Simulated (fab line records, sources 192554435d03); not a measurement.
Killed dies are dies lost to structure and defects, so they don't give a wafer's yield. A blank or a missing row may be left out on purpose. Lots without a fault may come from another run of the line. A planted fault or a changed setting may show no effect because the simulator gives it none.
fab line records | flow n5_finfet
record lots=6 wafers=17 last_day=18
route steps=1938 shown PMOS_HMC_CHANNEL_EPI@57 BEOL_M4@1111 PASSIVATION@1936
lots that met no fault: from a run of the same line without faults
start_h: hours from the record's first day to the start of the lot's first wafer shown | wait_h: hours since the lot's step before | " the same as in the row above | L1.1+2: a row that stands for several wafers | - no value, or no start given | * or withheld: withheld | < > ~ a bound
route shown NAME@n: a module of which the file shows steps, and the number in the route of the first | usual: mean/standard deviation of fault-free wafers | same: alike in all rows | chamber/n: place in a boat | sites: the reading at each site | _std_site: their standard deviation | _edge_site: outer sites' mean less inner sites' | radius_mm: how far each site lies from the wafer's centre | mask NAME#n: copy n | behind: the tool/chamber that last shaped the wafer | hold: why the lot was held/for how many hours/how that ended | device: the transistor (n, p or np) that didn't switch | end of line: the same wafers' tests at the end of the route | a step without rows: its recipe alone | killed: dies lost to structure and defects at the first sort, not the wafer's yield | map: a wafer's dies, x killed, . not, _ none there
set.NAME: the setting as run; set.NAME@STEP: as run at that earlier step | model.NAME: the simulator's own value behind a step, which no gauge read
lots at some steps of the route; a table a step, a row a wafer
services: from which hour (start_h, from the record's first day; less than 0 if before it) a tool's chamber was out of use, for how many hours, and why
## steps
# step N5_PMOS_HMC_CHANNEL_EPI_HM_DEP_34
# recipe material=SiO2 target_thk_a=360 temp_c=400 precursor=TEOS/O2 pressure_torr=6.5 rf_w=900 teos_flow_sccm=161.4 gas=O2 flow_sccm=2650 time_s=6.9
# usual heater_power_w=616/130 showerhead_plenum_p_Torr=8.34/0.047 throttle_valve_pct=19.1/1.2
# columns lot.wafer tool chamber start_h wait_h heater_power_w showerhead_plenum_p_Torr throttle_valve_pct
L664.2 pecvd-01 2 17.17 0.0 820 8.26 16.8
L664.4 " 0 " " 536 8.41 20.7
L664.6 " 1 " " 554 8.35 19.2
L672.1 pecvd-02 1 64.96 0.0 533 8.33 18.9
L672.5 " 0 " " 486 8.32 19.3
L672.6 " 1 " " 527 8.32 19.0
L677.4 pecvd-01 1 97.26 0.0 562 8.35 19.5
L677.5 " 2 " " 881 8.28 17.1
L677.6 " 0 " " 537 8.43 20.9
L679.2 pecvd-03 1 107.04 0.0 618 8.33 19.4
L679.4 " 0 " " 542 8.38 19.8
L683.1 pecvd-02 0 131.10 0.0 467 8.32 19.3
L683.4 " 1 " " 543 8.31 19.0
L683.5 " 2 " " 710 8.31 18.0
L686.2 pecvd-03 1 148.64 0.0 665 8.35 19.4
L686.3 " 0 " " 556 8.38 19.5
L686.6 " 0 " " 559 8.40 19.4
# step N5_PMOS_HMC_CHANNEL_EPI_COAT_31
# recipe resist=BARC temp_c=205 time_s=60 spin_rpm=1500 resist_thk_nm=66
# step N5_PMOS_HMC_CHANNEL_EPI_COAT_03
# recipe resist=CAR-ArF-block spin_rpm=1500 resist_thk_nm=205
# step N5_PMOS_HMC_CHANNEL_EPI_EBR_05
# recipe solvent=PGMEA ebr_width_mm=1.5
# step N5_PMOS_HMC_CHANNEL_EPI_SOFTBAKE_04
# recipe temp_c=110 time_s=60 resist=CAR-ArF-block
# step N5_PMOS_HMC_CHANNEL_EPI_EXPOSE_06
# recipe mask_id=PMOS_HMC_BLK na=1.35 source_shape=conventional sigma_outer=0.8 polarization=unpolarized target_cd_nm=240 dose_mj=41
# step N5_PMOS_HMC_CHANNEL_EPI_PEB_07
# recipe peb_temp_c=110 peb_time_s=60 resist=CAR-ArF-block
# step N5_PMOS_HMC_CHANNEL_EPI_DEVELOP_08
# recipe develop_time_s=30 developer=TMAH resist=CAR-ArF-block dev_temp_c=23 rinse_liquid=diw dry=air_spin
# step N5_PMOS_HMC_CHANNEL_EPI_CD_MEAS_09
# recipe target_cd_nm=237.4 landing_energy_ev=500 detector=se_inlens
# usual cd_nm=237.5/0.91
# columns lot.wafer tool chamber start_h wait_h cd_nm
L664.2 cd_sem-03 0 17.57 - 238.3
L664.4 " 0 " " 237.1
L664.6 " 0 " " 238.0
L672.1 cd_sem-02 0 65.24 - 237.3
L672.5 " 0 " " 237.4
L672.6 " 0 " " 236.6
L677.4 cd_sem-01 0 97.53 - 238.4
L677.5 " 0 " " 237.2
L677.6 " 0 " " 238.8
L679.2 cd_sem-01 0 107.44 - 237.7
L679.4 " 0 " " 237.2
L683.1 cd_sem-03 0 131.51 - 238.6
L683.4 " 0 " " 238.1
L683.5 " 0 " " 238.4
L686.2 cd_sem-03 0 148.93 - 238.0
L686.3 " 0 " " 238.2
L686.6 " 0 " " 237.3
# step N5_PMOS_HMC_CHANNEL_EPI_OVL_MEAS_10
# recipe points_per_wafer=44
# usual PMOS_HMC_BLK_OVL=0.5/0.66
# columns lot.wafer tool chamber start_h wait_h PMOS_HMC_BLK_OVL[nm]
L664.2 overlay-01 0 17.60 0.0 0.3
L664.4 " 0 " " -0.5
L664.6 " 0 " " -0.6
L672.1 overlay-02 0 65.27 0.0 0.3
L672.5 " 0 " " 1.0
L672.6 " 0 " " -0.5
L677.4 overlay-02 0 97.55 0.0 -0.4
L677.5 " 0 " " -0.4
L677.6 " 0 " " 0.1
L679.2 overlay-02 0 107.47 0.0 1.8
L679.4 " 0 " " 1.6
L683.1 overlay-02 0 131.54 0.0 0.6
L683.4 " 0 " " 0.4
L683.5 " 0 " " 1.3
L686.2 overlay-02 0 148.96 0.0 1.2
L686.3 " 0 " " 0.2
L686.6 " 0 " " 0.7
# step N5_PMOS_HMC_CHANNEL_EPI_INSPECT_11
# recipe mode=adi inspect_instrument=macro
# usual raw_defect_count=2.1/1.3
# columns lot.wafer tool chamber start_h wait_h raw_defect_count
L664.2 defect_inspect-02 - 17.63 0.0 1
L664.4 " - " " 4
L664.6 " - " " 3
L672.1 defect_inspect-02 - 65.29 0.0 1
L672.5 " - " " 1
L672.6 " - " " 1
L677.4 defect_inspect-01 - 97.58 0.0 0
L677.5 " - " " 1
L677.6 " - " " 2
L679.2 defect_inspect-02 - 107.50 0.0 1
L679.4 " - " " 4
L683.1 defect_inspect-01 - 131.56 0.0 3
L683.4 " - " " 1
L683.5 " - " " 1
L686.2 defect_inspect-01 - 148.98 0.0 1
L686.3 " - " " 1
L686.6 " - " " 1
# step N5_PMOS_HMC_CHANNEL_EPI_DESCUM_14
# recipe chemistry=O2 time_s=7.9 source_power_w=50 bias_power_w=20 pressure_mtorr=20 rf_frequency_hz=2.712e+07 temp_c=40 resist=CAR-ArF-block o2_flow_sccm=225
# usual drypump_motor_current_A=5.7/0.71 o2_flow_sccm=225.1/0.68 oes_product_au=0.76/0.07 rf_vpp_V=243.1/1.5 showerhead_plenum_p_Torr=2.09/0.082 temp_c=40.00/0.11 throttle_valve_pct=20.49/0.21
# columns lot.wafer tool chamber start_h wait_h drypump_motor_current_A o2_flow_sccm oes_product_au rf_hours_counter_h rf_vpp_V showerhead_plenum_p_Torr temp_c throttle_valve_pct
L664.2 rie_diel-05 0 17.69 0.1 6.7 224.5 0.73 151 242.1 1.99 39.93 20.65
L664.4 " 2 " " 5.3 226.0 0.75 156 243.1 2.17 40.22 20.33
L664.6 " 1 " " 6.7 224.6 0.77 - 241.8 2.00 40.07 20.37
L672.1 rie_diel-06 1 65.32 0.0 5.4 224.4 0.75 158 242.4 2.09 40.19 20.48
L672.5 " 0 " " 6.4 225.8 0.87 - 246.0 2.21 40.06 20.05
L672.6 " 3 " " 5.4 226.1 0.76 - 243.0 2.08 39.78 20.34
L677.4 rie_diel-06 2 97.61 0.0 6.5 225.3 0.68 241 243.2 2.05 40.06 20.37
L677.5 " 1 " " 5.4 223.6 0.74 - 243.5 2.09 40.08 20.47
L677.6 " 2 " " 6.5 224.4 0.68 - 241.8 2.05 40.16 20.36
L679.2 rie_diel-06 0 107.53 0.0 6.4 224.5 0.86 50 245.7 2.21 39.87 20.09
L679.4 " 3 " " 5.5 224.1 0.75 153 244.2 2.07 39.90 20.34
L683.1 rie_diel-05 1 132.27 0.7 6.7 225.3 0.75 143 243.0 1.99 40.23 20.42
L683.4 " 0 " " 6.7 225.3 0.70 187 242.7 1.98 39.90 20.71
L683.5 " 3 " " 4.9 224.7 0.98 - 245.2 2.24 40.00 20.39
L686.2 rie_diel-05 2 149.02 0.0 5.3 225.8 0.71 201 244.2 2.15 40.06 20.41
L686.3 " 3 " " 5.0 224.5 0.95 8 246.8 2.23 39.99 20.41
L686.6 " 2 " " 5.3 223.4 0.71 - 244.9 2.15 39.87 20.41
# step N5_PMOS_HMC_CHANNEL_EPI_ETCH_32
# recipe chemistry=N2/H2 target=BARC stop_on=SiO2 target_depth_a=858 over_etch_frac=0.3 time_s=50.3 ion_energy_ev=200 mask_material=CAR-ArF-block pressure_mtorr=30 source_w=840 bias_w=150 n2_flow_sccm=200 h2_flow_sccm=200
# usual drypump_motor_current_A=5.7/0.72 n2_flow_sccm=199.8/0.66 oes_product_au=0.65/0.055 over_etch_frac=0.3/0 rf_vpp_V=524.0/2.9 showerhead_plenum_p_Torr=2.55/0.1 throttle_valve_pct=17.96/0.18
# columns lot.wafer tool chamber start_h wait_h drypump_motor_current_A n2_flow_sccm oes_product_au over_etch_frac rf_hours_counter_h rf_vpp_V showerhead_plenum_p_Torr throttle_valve_pct model.CAR-ArF-block_of_PMOS_HMC_CHANNEL_EPI_COAT_03.thk_nm
L664.2 rie_diel-05 0 17.73 0.0 6.7 200.9 0.63 0.3 151 521.4 2.42 18.12 131.5
L664.4 " 2 " " 5.3 200.5 0.64 0.3 156 526.0 2.65 17.85 133.7
L664.6 " 1 " " 6.7 199.3 0.67 0.3 - 521.3 2.45 17.93 134.5
L672.1 rie_diel-06 1 65.36 0.0 5.4 200.6 0.65 0.3 158 523.5 2.53 17.88 134.3
L672.5 " 0 " " 6.4 199.0 0.74 0.3 - 529.2 2.70 17.51 131.2
L672.6 " 3 " " 5.4 198.5 0.66 0.3 - 524.6 2.54 17.95 129.6
L677.4 rie_diel-06 2 97.65 0.0 6.5 199.0 0.59 0.3 241 522.3 2.51 17.94 132.7
L677.5 " 1 " " 5.3 199.7 0.60 0.46949 - 523.7 2.52 17.86 125.8
L677.6 " 2 " " 6.5 200.0 0.59 0.3 - 522.0 2.51 17.93 132.6
L679.2 rie_diel-06 0 107.57 0.0 6.4 200.3 0.68 0.46949 50 528.7 2.69 17.51 123.2
L679.4 " 3 " " 5.5 199.2 0.64 0.3 153 522.0 2.54 17.98 129.8
L683.1 rie_diel-05 1 132.31 0.0 6.7 198.9 0.65 0.3 143 522.6 2.43 17.99 133.1
L683.4 " 0 " " 6.7 200.1 0.61 0.3 187 519.4 2.40 18.19 131.5
L683.5 " 3 " " 5.0 199.0 0.84 0.3 - 527.8 2.73 17.82 132.5
L686.2 rie_diel-05 2 149.05 0.0 5.3 200.0 0.61 0.3 201 525.3 2.63 17.92 132.4
L686.3 " 3 " " 5.0 199.5 0.81 0.3 8 529.9 2.73 17.84 131.4
L686.6 " 2 " " 5.3 198.9 0.61 0.3 - 526.5 2.63 17.93 132.9
# step N5_PMOS_HMC_CHANNEL_EPI_HM_OPEN_15
# recipe chemistry=CHF3/O2 target=SiO2 mask_material=CAR-ArF-block target_depth_a=406 CHF3_flow_sccm=50 O2_flow_sccm=5 Ar_flow_sccm=200 time_s=20.3 pressure_mtorr=30 source_w=650 bias_w=170 ion_energy_ev=200
# usual drypump_motor_current_A=5.7/0.71 mfc_ar_sccm=200.1/0.57 oes_product_au=0.76/0.067 rf_vpp_V=524/10 showerhead_plenum_p_Torr=2.42/0.084 throttle_valve_pct=19.01/0.2
# columns lot.wafer tool chamber start_h wait_h drypump_motor_current_A mfc_ar_sccm oes_product_au rf_hours_counter_h rf_vpp_V showerhead_plenum_p_Torr throttle_valve_pct model.CAR-ArF-block_of_PMOS_HMC_CHANNEL_EPI_COAT_03.thk_nm
L664.2 rie_diel-05 0 17.77 0.0 6.7 200.2 0.75 151 531 2.33 19.30 90.68
L664.4 " 2 " " 5.3 199.5 0.74 156 525 2.51 18.89 93.52
L664.6 " 1 " " 6.7 200.9 0.78 - 511 2.35 19.03 94.9
L672.1 rie_diel-06 1 65.40 0.0 5.3 199.1 0.74 158 526 2.40 18.90 94.68
L672.5 " 0 " " 6.4 200.1 0.88 - 517 2.54 18.55 90.12
L672.6 " 3 " " 5.4 200.3 0.78 - 519 2.43 19.03 88.95
L677.4 rie_diel-06 2 97.69 0.0 6.5 198.7 0.69 241 518 2.39 18.98 93.5
L677.5 " 1 " " 5.4 200.2 0.72 - 528 2.39 18.91 86.35
L677.6 " 2 " " 6.5 200.1 0.68 - 520 2.39 18.97 93.41
L679.2 rie_diel-06 0 107.61 0.0 6.4 200.5 0.84 50 517 2.53 18.56 83.4
L679.4 " 3 " " 5.4 200.4 0.76 153 519 2.42 19.05 89.52
L683.1 rie_diel-05 1 132.35 0.0 6.7 200.5 0.75 143 511 2.33 19.10 93.36
L683.4 " 0 " " 6.7 199.3 0.71 187 529 2.31 19.35 91.25
L683.5 " 3 " " 5.0 199.9 0.97 - 519 2.55 18.78 91.02
L686.2 rie_diel-05 2 149.10 0.0 5.3 198.6 0.70 201 522 2.49 18.98 92.07
L686.3 " 3 " " 4.9 199.4 0.96 8 520 2.55 18.78 89.7
L686.6 " 2 " " 5.3 198.8 0.71 - 525 2.49 18.98 92.28
# step N5_PMOS_HMC_CHANNEL_EPI_STRIP_33
# recipe chemistry=N2/H2 power_w=500 temp_c=40 pressure_mtorr=50 rf_frequency_hz=6e+07 overash_fraction=0.3 bias_power_w=8 h2_frac=0.5 n2_flow_sccm=300 h2_flow_sccm=300
# usual drypump_motor_current_A=5.7/0.71 n2_flow_sccm=299.9/0.97 oes_product_au=0.76/0.071 rf_vpp_V=54.1/1.5 showerhead_plenum_p_Torr=3.36/0.13 temp_c=39.99/0.11 throttle_valve_pct=18.98/0.26
# columns lot.wafer tool chamber start_h wait_h drypump_motor_current_A n2_flow_sccm oes_product_au rf_hours_counter_h rf_vpp_V showerhead_plenum_p_Torr temp_c throttle_valve_pct
L664.2 rie_diel-05 0 17.83 0.0 6.7 300.0 0.73 151 52.7 3.20 40.21 19.39
L664.4 " 2 " " 5.3 299.5 0.75 156 55.4 3.49 39.90 18.76
L664.6 " 1 " " 6.7 298.8 0.79 - 51.3 3.24 39.99 19.02
L672.1 rie_diel-06 1 65.46 0.0 5.4 299.2 0.74 158 54.5 3.34 39.85 18.91
L672.5 " 0 " " 6.4 301.4 0.89 - 54.9 3.56 39.96 18.39
L672.6 " 3 " " 5.5 300.1 0.76 - 54.0 3.36 39.85 19.16
L677.4 rie_diel-06 2 97.74 0.0 6.5 300.9 0.68 241 55.2 3.32 39.90 18.97
L677.5 " 1 " " 5.4 300.6 0.74 - 52.9 3.34 39.90 18.88
L677.6 " 2 " " 6.5 298.3 0.68 - 54.1 3.32 39.70 18.94
L679.2 rie_diel-06 0 107.66 0.0 6.4 300.0 0.85 50 55.6 3.55 39.89 18.40
L679.4 " 3 " " 5.5 298.4 0.75 153 52.9 3.35 39.88 19.19
L683.1 rie_diel-05 1 132.41 0.0 6.7 299.0 0.75 143 55.7 3.22 40.03 19.09
L683.4 " 0 " " 6.8 300.3 0.70 187 52.8 3.18 40.14 19.44
L683.5 " 3 " " 5.0 299.9 0.98 - 55.1 3.60 39.81 18.75
L686.2 rie_diel-05 2 149.15 0.0 5.3 298.6 0.70 201 54.1 3.47 40.04 18.85
L686.3 " 3 " " 5.0 299.5 0.95 8 54.2 3.59 39.93 18.75
L686.6 " 2 " " 5.3 297.4 0.71 - 55.8 3.47 40.10 18.82
# step N5_BEOL_M4_RC_MEAS_101
# usual DIBL_N=36.3/1.9 DIBL_P=36.0/2.1 IOFF_N=0.16/0.031 IOFF_P=0.21/0.035 ION_N=675/14 ION_P=464/8.5 SS_N=71.5/0.6 SS_P=73.3/0.72 VT_N=250/3.2 VT_P=-250/3.1
# columns lot.wafer tool chamber start_h wait_h DIBL_N[mV/V] DIBL_P[mV/V] IOFF_N[nA/um] IOFF_P[nA/um] ION_N[uA/um] ION_P[uA/um] SS_N[mV/dec] SS_P[mV/dec] VT_N[mV] VT_P[mV]
L664.2 prober-02 0 162.59 0.2 37.5 37.3 0.18 0.25 686 466 71.5 73.6 249 -248
L664.4 " 0 " " 34.3 34.8 0.14 0.21 673 468 71.1 73.7 251 -248
L664.6 " 0 " " 34.8 34.3 0.14 0.20 687 475 70.7 73.3 253 -249
L672.1 prober-01 0 202.07 0.0 35.2 33.3 0.12 0.19 659 456 70.8 72.1 254 -252
L672.5 " 0 " " 32.8 31.5 0.10 0.16 649 459 70.4 72.3 258 -250
L672.6 " 0 " " 33.5 32.0 0.10 0.17 651 460 71.2 72.0 256 -251
L679.2 prober-01 0 302.52 0.2 36.6 36.0 0.16 0.19 672 464 71.3 72.6 250 -253
L679.4 " 0 " " 32.7 32.0 0.10 0.13 670 462 70.9 72.2 256 -259
L677.4 prober-02 0 320.52 0.5 36.7 36.3 0.15 0.21 676 460 72.0 73.5 252 -249
L677.5 " 0 " " 36.8 37.2 0.16 0.22 674 461 71.2 73.9 251 -254
L677.6 " 0 " " 34.8 34.3 0.12 0.18 658 454 71.0 72.8 255 -253
L683.1 prober-01 0 320.86 0.0 35.8 37.3 0.17 0.23 676 462 71.7 73.7 249 -248
L683.4 " 0 " " 35.9 37.6 0.17 0.23 662 460 71.7 74.1 251 -249
L683.5 " 0 " " 36.2 36.0 0.17 0.21 665 456 72.4 73.4 251 -252
L686.2 prober-02 0 324.74 0.2 35.5 35.9 0.15 0.22 698 483 71.4 73.2 249 -250
L686.3 " 0 " " 33.4 33.9 0.11 0.20 652 462 71.5 71.7 255 -248
L686.6 " 0 " " 34.1 34.3 0.13 0.20 683 478 72.3 72.5 253 -250
# step N5_PASSIVATION_PROBE_49
# usual defect_limited_yield=91.0/1.5 killed_at_M0_to_M3=32/9.6 killed_at_M4_up=13/4.7 killed_at_contacts=13/7.2 killed_at_front_end=44/13 killed_at_other=4/3.4 killed_dies=106/18 killed_open=70/13 killed_short=35/8 sort_bin_5_function=5.3/0.97 sort_bin_6_memory=3.4/0.73 sort_n_pass=1074/18 sort_yield_pct=91.0/1.5
# same gross_dies=1180 killed_at_back_side=0 sort_bin_4_leakage[%]=0 sort_bin_8_speed[%]=0
# columns lot.wafer tool chamber start_h wait_h defect_limited_yield[%] killed_at_M0_to_M3 killed_at_M4_up killed_at_contacts killed_at_front_end killed_at_other killed_dies killed_open killed_short sort_bin_5_function[%] sort_bin_6_memory[%] sort_n_pass sort_yield_pct[%]
L672.1 prober-02 - 278.60 0.0 92.9 20 11 11 41 1 84 58 26 4.8 2.2 1096 92.9
L672.5 prober-02 - 278.80 0.2 90.5 37 10 15 47 3 112 83 29 5.3 4.2 1068 90.5
L672.6 prober-02 - 278.85 0.3 92.1 35 3 10 42 3 93 64 29 5.0 2.5 1087 92.1
L679.2 prober-02 - 425.12 0.1 87.5 25 10 24 84 5 148 84 56 6.9 4.5 1032 87.5
L679.4 prober-02 - 425.22 0.2 92.2 29 5 3 54 1 92 57 32 4.5 3.0 1088 92.2
# killed by level:class
L672.1 MOL_CONTACT_COAG:geometric_particle:open=11 STI_FIN_REVEAL:geometric_particle:open=10 FIN_SAQP:geometric_particle:open=5 ILD0:geometric_particle:short=5 BEOL_M0:geometric_particle:open=5 BEOL_M0_SAQP:geometric_particle:short=4 DUMMY_GATE:geometric_particle:open=3 BEOL_M3:geometric_particle:open=3
L672.5 STI_FIN_REVEAL:geometric_particle:open=12 MOL_CONTACT_COAG:geometric_particle:open=12 FIN_SAQP:geometric_particle:open=8 BEOL_M0_SAQP:geometric_particle:short=7 STARTING-WAFER:geometric_particle:open=6 BEOL_M1:geometric_particle:open=6 BEOL_M2:geometric_particle:open=6 BEOL_M0_SAQP:geometric_particle:open=5
L672.6 FIN_SAQP:geometric_particle:open=14 BEOL_M1:geometric_particle:open=12 STI_FIN_REVEAL:geometric_particle:open=7 MOL_CONTACT_COAG:geometric_particle:open=7 BEOL_M2:geometric_particle:open=7 GATE_CUT:geometric_particle:short=4 BEOL_M0_SAQP:geometric_particle:short=4 BEOL_M0_SAQP:geometric_particle:open=3
L679.2 FIN_SAQP:geometric_particle:open=32 FIN_SAQP:geometric_particle:short=23 MOL_CONTACT_COAG:geometric_particle:open=17 MOL_CONTACT_COAG:geometric_particle:short=7 GATE_CUT:geometric_particle:short=6 BEOL_M1:geometric_particle:open=6 STI_FIN_REVEAL:geometric_particle:open=5 HKMG_FIN:area_etch=5
L679.4 FIN_SAQP:geometric_particle:open=14 FIN_SAQP:geometric_particle:short=13 BEOL_M0_SAQP:geometric_particle:short=9 BEOL_M0_SAQP:geometric_particle:open=6 STI_FIN_REVEAL:geometric_particle:open=4 BEOL_M2:geometric_particle:open=4 BEOL_M3:geometric_particle:open=4 STARTING-WAFER:geometric_particle:open=4
## services
# columns tool chamber start_h hours kind
pecvd-01 - -4.31 6.0 pm
pecvd-01 - 5.40 2.1 repair
pecvd-03 0 7.98 5.9 repair
pecvd-01 - 19.29 0.3 repair
rie_diel-05 - 61.74 0.4 repair
pecvd-01 - 68.86 5.5 pm
rie_diel-06 - 78.44 14.6 pm
pecvd-03 0 85.10 2.1 scheduled_down
rie_diel-05 3 93.56 - clean
rie_diel-05 3 93.56 - consumable_replace:focus_ring
rie_diel-05 3 93.56 - consumable_replace:showerhead
rie_diel-05 3 93.56 27.5 scheduled_down
rie_diel-05 3 93.56 27.5 vent_cycle
rie_diel-06 2 128.02 - clean
rie_diel-06 2 128.02 - consumable_replace:focus_ring
rie_diel-06 2 128.02 22.3 scheduled_down
rie_diel-06 2 128.02 22.3 vent_cycle
pecvd-03 2 145.82 5.5 scheduled_down
## key
first_sign step=N5_PMOS_HMC_CHANNEL_EPI_ETCH_32 reading=over_etch_frac direction=up sigmas=99+ usual=0.3 struck=0.46949
effect none on later readings
model_effect step=N5_PMOS_HMC_CHANNEL_EPI_ETCH_32 value=CAR-ArF-block_of_PMOS_HMC_CHANNEL_EPI_COAT_03.thk_nm without=133 struck=124.5
model_effect step=N5_PMOS_HMC_CHANNEL_EPI_HM_OPEN_15 value=CAR-ArF-block_of_PMOS_HMC_CHANNEL_EPI_COAT_03.thk_nm without=93.35 struck=84.88
met_at N5_PMOS_HMC_CHANNEL_EPI_ETCH_32
struck_wafers L677.5,L679.2
onset_between 65.36 97.65
fault kind=process_parameter_drift tool=rie_diel-06 chamber=- onset_h=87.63 steps=N5_PMOS_HMC_CHANNEL_EPI_ETCH_32 channel=over_etch_frac offset=0.16949 shape=step end_h=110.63 scope=struck_wafers_only acts_in=these_recipes_only stated=0.3
